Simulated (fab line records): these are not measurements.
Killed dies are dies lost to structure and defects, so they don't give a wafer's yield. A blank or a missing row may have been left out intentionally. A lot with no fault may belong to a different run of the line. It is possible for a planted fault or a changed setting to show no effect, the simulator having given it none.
Matching of chambers ; flow nand_harc ; rie_diel-08 running NHARC_A_CONTACT_ETCH_90: 4 sister chambers
The step etches the open film in CH3F/O2, target depth 40 nm, time 85.7 s. 4 wafers are shown with their chamber, then 8 later ones without.

## WAFERS, EACH WITH ITS CHAMBER
wafer;chamber;showerhead_plenum_p_Torr (Torr)
L080.1;0;2.33
L080.3;1;2.29
L086.1;3;2.27
L083.2;2;2.32

## WAFERS WHOSE CHAMBER IS MISSING
wafer;showerhead_plenum_p_Torr (Torr)
L083.3;2.29
L083.5;2.32
L091.2;2.28
L091.3;2.27
L091.5;2.33
L097.1;2.66
L097.5;2.66
L097.6;2.32

## WHICH CHAMBER EACH ONE RAN IN
wafer;from the rows above;in truth
L083.3;can't be placed: 1 or 3 or 2 or 0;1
L083.5;can't be placed: 2 or 0 or 1 or 3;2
L091.2;can't be placed: 3 or 1 or 2 or 0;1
L091.3;can't be placed: 3 or 1 or 2 or 0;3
L091.5;can't be placed: 0 or 2 or 1 or 3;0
L097.1;can't be placed: 0 or 2 or 1 or 3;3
L097.5;can't be placed: 0 or 2 or 1 or 3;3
L097.6;can't be placed: 2 or 0 or 1 or 3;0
Placed correctly: 0 of 8. Cannot be placed on the basis of these rows: 8; the candidates contain the true chamber in 8. Number placed wrongly: 0.
How it was worked out, from the rows above alone: a wafer's distance from a chamber is the root of the sum, over the readings, of the square of ((its reading less the chamber's mean) divided by the reading's scatter). The wafer belongs to the nearest chamber; if the next one is less than 2 further off, it can't be placed. The mean given for a chamber averages the wafers shown for that chamber. The scatter (one wafer shown for each chamber): square how far every hidden wafer sits from the nearest shown wafer, average those squares and take the square root.
